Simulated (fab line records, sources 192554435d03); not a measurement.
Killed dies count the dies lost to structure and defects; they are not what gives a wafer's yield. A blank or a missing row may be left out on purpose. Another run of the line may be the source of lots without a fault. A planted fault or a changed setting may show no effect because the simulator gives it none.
Which tool is to blame? ; flow n5 finfet ; 36 wafers sampled from 12 lots at 1 step of a route of 1938

== WHAT EACH GAUGE READ, for each wafer ==
N5_BEOL_M7_RS_MEAS_57: measurement is done with a four-point probe.
lot;measured;on;M7_RS (ohm/sq)
L074;day 9 00:05;film metro-01;0.294 0.299 0.293
L077;day 9 19:18;film metro-02;0.294 0.297 0.289
L080;day 10 11:10;film metro-01;0.271 0.305 0.286
L081;day 10 17:15;film metro-02;0.292 0.281 0.297
L083;day 11 12:07;film metro-02;0.293 0.301 0.309
L086;day 11 19:05;film metro-02;0.290 0.285 0.282
L087;day 12 10:41;film metro-01;0.274 0.287 0.309
L088;day 13 00:53;film metro-01;0.291 0.282 0.278
L091;day 13 14:53;film metro-01;0.277 0.281 0.289
L093;day 13 20:24;film metro-01;0.299 0.291 0.293
L095;day 14 06:35;film metro-01;0.293 0.279 0.267
L097;day 14 19:14;film metro-01;0.292 0.295 0.284

== TOOL THAT RAN EACH LOT (tool first, then ch and the chambers of the sampled wafers, then the start) ==
No process step before these readings appears in the record.

== THE ANSWER, worked out from the rows above alone ==
Rule: what is usual is taken from the lots themselves. Put in order of their means at a reading, lots are off if they are a third of the lots or fewer, leave a main group of 4 or more, and stand apart from it by a gap of 3 or more times the standard deviation of the main group's means; of several such gaps the widest counts. Not used: any main group whose means are identical at the precision the tables above print for the reading. Also off: a lot with no number at a reading for which 4 or more lots have one. All remaining lots with rows at the step are treated as sound.
No lot is off at any reading shown: from this, nothing can be told.

== WHAT WAS PUT IN BY THE SIMULATOR ==
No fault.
